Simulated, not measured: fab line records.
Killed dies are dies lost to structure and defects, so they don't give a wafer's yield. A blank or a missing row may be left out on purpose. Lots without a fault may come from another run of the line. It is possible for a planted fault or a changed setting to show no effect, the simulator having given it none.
Matching of chambers    flow nandHarc    NHARC_A_STAIRCASE_ETCH_271 on rieDiel-10: 4 sister chambers
The step etches the open film in CF4/CHF3. 18 wafers are shown with their chamber, then 9 later ones without.

== EACH WAFER AND ITS CHAMBER ==
wafer   chamber  showerheadPlenumPTorr (Torr)  drypumpMotorCurrentA (A)  rfVppV (V)
L076.1  1        1.60                          5.2                       371.3
L076.3  0        1.57                          5.6                       369.3
L076.5  2        1.56                          5.7                       370.0
L077.2  1        1.60                          5.2                       371.1
L077.3  0        1.56                          5.6                       369.1
L077.5  0        1.56                          5.7                       370.3
L078.2  1        1.60                          5.2                       372.5
L078.3  2        1.56                          5.7                       369.4
L078.5  0        1.56                          5.7                       370.5
L080.1  2        1.55                          5.7                       368.8
L080.4  0        1.56                          5.7                       368.9
L080.6  2        1.55                          5.7                       371.0
L081.1  2        1.55                          5.7                       370.7
L081.2  0        1.56                          5.6                       371.0
L081.5  2        1.55                          5.7                       369.6
L086.3  3        1.69                          5.9                       374.8
L086.5  0        1.56                          5.7                       368.9
L086.6  1        1.60                          5.2                       370.6

SIGNATURES (averages over the wafers above)
reading                chamber 0  chamber 1  chamber 2  chamber 3  scatter within a chamber
showerheadPlenumPTorr  1.5614     1.6000     1.5533     1.6900     0.00396
drypumpMotorCurrentA   5.657      5.200      5.700      5.900      0.035
rfVppV                 369.714    371.375    369.917    374.800    0.839
Rule: for a wafer and a chamber, the distance is found by dividing, reading by reading, the gap between the wafer's reading and the chamber's mean by the reading's scatter, squaring, summing and taking the root. The wafer belongs to the nearest chamber; if the next one is less than 2 further off, it can't be placed. The scatter is the square root of a quotient: the sum, over the shown wafers, of each reading's squared deviation from its chamber's mean, divided by wafers minus chambers.

== WAFERS MISSING THEIR CHAMBER ==
wafer   showerheadPlenumPTorr (Torr)  drypumpMotorCurrentA (A)  rfVppV (V)
L092.1  1.54                          5.7                       368.7
L092.3  1.55                          5.6                       370.2
L092.4  1.69                          5.9                       374.5
L093.1  1.55                          5.7                       369.5
L093.2  1.69                          5.9                       375.0
L093.6  1.54                          5.7                       370.2
L095.1  1.68                          5.9                       373.3
L095.2  1.59                          5.1                       370.6
L095.5  1.68                          5.9                       374.0

== WHICH CHAMBER EACH ONE RAN IN ==
wafer    from the rows above       in truth
L092.1   2                         2
L092.3   can't be placed: 2 or 0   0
L092.4   3                         3
L093.1   2                         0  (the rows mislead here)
L093.2   3                         3
L093.6   2                         2
L095.1   3                         3
L095.2   1                         1
L095.5   3                         3
Correctly placed: 7 of 9. These rows do not allow placing 1 (true chamber among the candidates in 1). Placed wrongly: 1.
